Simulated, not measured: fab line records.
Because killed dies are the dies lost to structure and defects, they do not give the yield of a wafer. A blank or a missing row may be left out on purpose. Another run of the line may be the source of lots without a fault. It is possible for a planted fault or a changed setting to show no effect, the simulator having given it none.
Split-lot experiment + flow n5-finfet + 7 lots, 21 wafers read, on a route of 1938 steps

== SPLIT DETAILS ==
At N5_BEOL_M9_ILD_DEP_00 (deposits SiCOH lowk from DEMS/porogen, target thk 308.51 nm, time 58 s), the setting time-s was moved away from the recipe's 58 s on 7 of the 21 wafers read, by -14.7% to +11.0%. This setting was run at the recipe's value on the other wafers.

== SPLIT TO READING: what lies between them in the file, 1 step ==
- N5_BEOL_M9_CURE_71: cures SiCOH lowk, time 240 s

== THE READING ==
M9_ILD_THK at N5_BEOL_M9_THK_MEAS_01, in nm. On this fab line, fault-free wafers typically give 268 nm with a standard deviation of 3.4 nm.

| wafer  | tool, chamber at the split | time-s as run, s | against the recipe | M9_ILD_THK, nm | against lot-mates on the recipe |
|--------|----------------------------|------------------|--------------------|----------------|---------------------------------|
| L077.2 | pecvd-01, 0                | 58               | recipe             | 261            | -                               |
| L077.3 | pecvd-01, 1                | 58               | recipe             | 264            | -                               |
| L077.6 | pecvd-01, 0                | 58               | recipe             | 264            | -                               |
| L076.1 | pecvd-03, 1                | 58               | recipe             | 269            | -                               |
| L076.4 | pecvd-03, 2                | 58               | recipe             | 270            | -                               |
| L076.6 | pecvd-03, 0                | 58               | recipe             | 271            | -                               |
| L082.1 | pecvd-03, 2                | 50.53            | -12.9%             | 229            | -37                             |
| L082.4 | pecvd-03, 0                | 50.53            | -12.9%             | 237            | -29                             |
| L082.5 | pecvd-03, 1                | 58               | recipe             | 266            | -                               |
| L086.2 | pecvd-03, 1                | 58               | recipe             | 267            | -                               |
| L086.3 | pecvd-03, 2                | 49.49            | -14.7%             | 228            | -39                             |
| L086.6 | pecvd-03, 1                | 49.49            | -14.7%             | 230            | -37                             |
| L093.1 | pecvd-01, 0                | 58               | recipe             | 259            | -                               |
| L093.2 | pecvd-01, 1                | 58               | recipe             | 261            | -                               |
| L093.6 | pecvd-01, 0                | 58               | recipe             | 267            | -                               |
| L094.1 | pecvd-04, 1                | 54.52            | -6.0%              | 248            | -17                             |
| L094.3 | pecvd-04, 2                | 58               | recipe             | 265            | -                               |
| L094.6 | pecvd-04, 1                | 54.52            | -6.0%              | 251            | -14                             |
| L097.2 | pecvd-04, 2                | 58               | recipe             | 269            | -                               |
| L097.3 | pecvd-04, 0                | 58               | recipe             | 268            | -                               |
| L097.5 | pecvd-04, 2                | 64.36            | +11.0%             | 304            | +36                             |

FIT RESULTS
A straight line over all 21 wafers: M9_ILD_THK changes by +2.71 nm for each +1% of time-s; r = +0.98; the points scatter about the line by 3.9 nm.
The same after taking each lot's own level away (the mean of its wafers on the recipe; 21 wafers): +2.7 nm for each +1%; r = +0.99; scatter 2.5 nm.
That fit puts the effect of the largest move of time-s on the reading at 40 nm.
The lots' own levels span 262.3 to 270.0 nm, that is 2.3 times the standard deviation above.
Consequently the slope shifts little with the lot-to-lot level, the two slopes agreeing.
Check: for one of the wafers moved furthest among these (-14.7%), held out of the fit, the line's prediction against its lot-mates is -38.9 nm. It came out at -39 nm against them.

== ADDITIONAL SPLITS CARRIED BY THESE WAFERS ==
Note: prior to the reading, these wafers also went through further splits. Each is held against what the fit with the lots' levels taken away leaves over:
| other split on the same wafers | wafers away from the commonest value | r with M9_ILD_THK (lot level and that fit taken away) |
|--------------------------------|--------------------------------------|-------------------------------------------------------|
| N5_BEOL_M8_EXPOSE_08 dose-mj   | 2                                    | +0.22                                                 |

== THE WHOLE CHAIN: every reading that the file lists as answering this split, in the file's order ==
| step                   | what it does                                                           | reading                                                                                  | change (the file's fit)              | r (the file's) |
|------------------------|------------------------------------------------------------------------|------------------------------------------------------------------------------------------|--------------------------------------|----------------|
| N5_BEOL_M9_ILD_DEP_00  | deposits SiCOH lowk from DEMS/porogen, target thk 308.51 nm, time 58 s | SiCOH_lowk_of_BEOL_M9_ILD_DEP_00.thk-nm (the simulator's own value, which no gauge read) | +3.11 nm for each +1% of the setting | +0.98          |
| N5_BEOL_M9_CURE_71     | cures SiCOH lowk, time 240 s                                           | SiCOH_lowk_of_BEOL_M9_ILD_DEP_00.thk-nm (the simulator's own value, which no gauge read) | +2.75 nm for each +1% of the setting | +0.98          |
| N5_BEOL_M9_THK_MEAS_01 |                                                                        | M9_ILD_THK                                                                               | +2.75 for each +1% of the setting    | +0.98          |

== FILE'S OWN FIT ==
M9_ILD_THK changes by +2.75 nm for each +1% of time-s, r = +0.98.
